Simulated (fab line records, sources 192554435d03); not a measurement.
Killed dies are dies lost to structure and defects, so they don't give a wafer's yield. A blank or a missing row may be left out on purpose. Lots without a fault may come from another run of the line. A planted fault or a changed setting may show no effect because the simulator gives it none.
Chamber matching | flow n5_finfet | N5_BEOL_M11_STRIP_19 on rie_diel-01: 4 sister chambers
The step strips in O2. 4 wafers are shown with their chamber, then 10 later ones without.

WAFERS WITH THEIR CHAMBER
wafer  | chamber | drypump_motor_current_A (A)
L082.1 | 2       | 5.2
L085.6 | 0       | 6.1
L084.3 | 1       | 6.0
L084.4 | 3       | 5.8

WAFERS WITHOUT THEIR CHAMBER
wafer  | drypump_motor_current_A (A)
L084.6 | 6.1
L092.4 | 6.0
L092.5 | 6.1
L092.6 | 5.2
L093.1 | 6.1
L093.5 | 6.0
L093.6 | 6.1
L094.3 | 5.3
L094.4 | 5.3
L094.6 | 6.0

WHICH CHAMBER EACH WENT THROUGH
wafer  | from the rows above | in truth
L084.6 | 0                   | 0
L092.4 | 1                   | 1
L092.5 | 0                   | 0
L092.6 | 2                   | 2
L093.1 | 0                   | 0
L093.5 | 1                   | 1
L093.6 | 0                   | 0
L094.3 | 2                   | 2
L094.4 | 2                   | 2
L094.6 | 1                   | 1
Placed correctly: 10 of 10. Can't be placed from these rows: 0. Placed wrongly: 0.
How it was worked out, from the rows above alone: a wafer's distance from a chamber is the root of the sum, over the readings, of the square of ((its reading less the chamber's mean) divided by the reading's scatter). The wafer belongs to the nearest chamber; if the next one is less than 2 further off, it can't be placed. A chamber's mean is the mean of its shown wafers. The scatter: with one shown wafer a chamber, the root of the mean of the squares of how far each hidden wafer lies from its nearest shown one.
